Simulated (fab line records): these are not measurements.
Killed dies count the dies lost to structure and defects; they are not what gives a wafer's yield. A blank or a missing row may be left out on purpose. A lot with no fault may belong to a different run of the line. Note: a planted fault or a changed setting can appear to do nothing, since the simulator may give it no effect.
Split-lot trial ; flow n5-finfet ; on a route of 1938 steps: 7 lots, 39 wafers read

## THE SPLIT
At N5_PASSIVATION_ETCH_15 (etches SiCN in CF4/N2, target depth 75 nm, time 81.2 s), the setting target-depth-a was moved away from the recipe's 750 angstrom on 12 of the 39 wafers read, by -31.4% to +46.3%. For the rest of the wafers, this setting stayed at what the recipe calls for.

The reading comes from the split's own step.

## THE READING
etch.depth-nm (the simulator's own value, which no gauge read), in nm, at N5_PASSIVATION_ETCH_15 (etches SiCN in CF4/N2, target depth 75 nm, time 81.2 s). No usual value for it is given in the file. Across the 27 wafers here that went through the recipe, the average is 65.23 nm and the standard deviation 1.7 nm.

wafer;tool, chamber at the split;target-depth-a as run, angstrom;against the recipe;etch.depth-nm, nm;against lot-mates on the recipe
L077.1;rie-diel-02, 1;750;recipe;64.33;-
L077.2;rie-diel-02, 2;1097;+46.3%;94.7;+30.63
L077.3;rie-diel-02, 3;750;recipe;63.74;-
L077.4;rie-diel-02, 0;1097;+46.3%;88.74;+24.67
L077.5;rie-diel-02, 3;750;recipe;64.13;-
L077.6;rie-diel-02, 2;1097;+46.3%;94.99;+30.92
L080.1;rie-diel-02, 0;750;recipe;61.55;-
L080.2;rie-diel-02, 1;750;recipe;64.02;-
L080.3;rie-diel-02, 3;750;recipe;63.83;-
L080.4;rie-diel-02, 2;750;recipe;64.42;-
L080.5;rie-diel-02, 0;750;recipe;61.23;-
L080.6;rie-diel-02, 1;750;recipe;63.98;-
L082.1;rie-diel-03, 0;514.7;-31.4%;47.22;-19.24
L082.2;rie-diel-03, 1;750;recipe;66.3;-
L082.3;rie-diel-03, 2;750;recipe;66.56;-
L082.4;rie-diel-03, 3;514.7;-31.4%;45.12;-21.34
L082.5;rie-diel-03, 1;514.7;-31.4%;45.32;-21.14
L082.6;rie-diel-03, 2;750;recipe;66.53;-
L086.1;rie-diel-01, 0;910.3;+21.4%;78.41;+12.10
L086.2;rie-diel-01, 2;750;recipe;65.92;-
L086.3;rie-diel-01, 3;750;recipe;64.8;-
L086.4;rie-diel-01, 1;750;recipe;68.22;-
L086.5;rie-diel-01, 3;910.3;+21.4%;78.65;+12.34
L086.6;rie-diel-01, 2;910.3;+21.4%;80.12;+13.81
L089.1;rie-diel-01, 1;750;recipe;67.41;-
L089.2;rie-diel-01, 2;750;recipe;65.86;-
L089.3;rie-diel-01, 3;750;recipe;64.59;-
L091.1;rie-diel-01, 1;750;recipe;67.56;-
L091.2;rie-diel-01, 3;924.3;+23.2%;79.91;+12.90
L091.3;rie-diel-01, 0;924.3;+23.2%;79.01;+12.00
L091.4;rie-diel-01, 2;750;recipe;67.07;-
L091.5;rie-diel-01, 2;750;recipe;66.39;-
L091.6;rie-diel-01, 1;924.3;+23.2%;82.4;+15.39
L096.1;rie-diel-01, 1;750;recipe;66.59;-
L096.2;rie-diel-01, 3;750;recipe;64.93;-
L096.3;rie-diel-01, 0;750;recipe;64.02;-
L096.4;rie-diel-01, 2;750;recipe;66.09;-
L096.5;rie-diel-01, 3;750;recipe;65.13;-
L096.6;rie-diel-01, 2;750;recipe;65.98;-

THE FIT
A straight line over all 39 wafers: etch.depth-nm changes by +0.613 nm for each +1% of target-depth-a; r = +0.99; the points scatter about the line by 1.8 nm.
The same after taking each lot's own level away (the mean of its wafers on the recipe; 39 wafers): +0.624 nm for each +1%; r = +0.99; scatter 1.3 nm.
According to that fit, moving target-depth-a by its largest amount changes the reading by 29 nm.
The span of the lots' own levels, 63.172 to 67.007 nm, comes to 2.3 times the standard deviation stated above.
The two slopes are in agreement: the lot-to-lot level therefore moves the slope only a little.
Check: for one of the wafers moved furthest among these (+46.3%), held out of the fit, the line's prediction against its lot-mates is +28.2 nm. It came out at +30.6 nm against them.

## FILE'S OWN FIT
etch.depth-nm changes by +0.621 nm for each +1% of target-depth-a, r = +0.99.
